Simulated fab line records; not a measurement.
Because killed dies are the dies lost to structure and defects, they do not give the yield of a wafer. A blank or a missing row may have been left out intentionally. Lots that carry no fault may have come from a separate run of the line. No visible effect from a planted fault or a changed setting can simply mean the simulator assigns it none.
Matching of chambers    flow n5_finfet    N5_DUMMY_GATE_STRIP_41 on rie_diel-01: 4 sister chambers
The step strips in O2. 4 wafers are shown with their chamber, then 7 later ones without.

WAFERS PAIRED WITH THEIR CHAMBERS
wafer   chamber  drypump_motor_current_A (A)
L087.1  3        5.6
L089.1  1        5.8
L089.6  0        5.0
L091.5  2        5.2

WAFERS WITH NO CHAMBER GIVEN
wafer   drypump_motor_current_A (A)
L091.6  5.8
L094.1  5.6
L094.4  5.0
L094.5  4.9
L096.3  4.9
L096.4  5.8
L096.6  5.0

WHICH CHAMBER EACH ONE RAN IN
wafer   from the rows above  in truth
L091.6  1                    1
L094.1  3                    3
L094.4  0                    0
L094.5  0                    0
L096.3  0                    0
L096.4  1                    1
L096.6  0                    0
Correct placement for 7 of the 7. Not placeable from these rows: 0. 0 placed wrongly.
How it was worked out, from the rows above alone: a wafer's distance from a chamber is the root of the sum, over the readings, of the square of ((its reading less the chamber's mean) divided by the reading's scatter). The wafer belongs to the nearest chamber; if the next one is less than 2 further off, it can't be placed. Each chamber's mean is taken over the wafers shown for it. The scatter: with one shown wafer a chamber, the root of the mean of the squares of how far each hidden wafer lies from its nearest shown one.
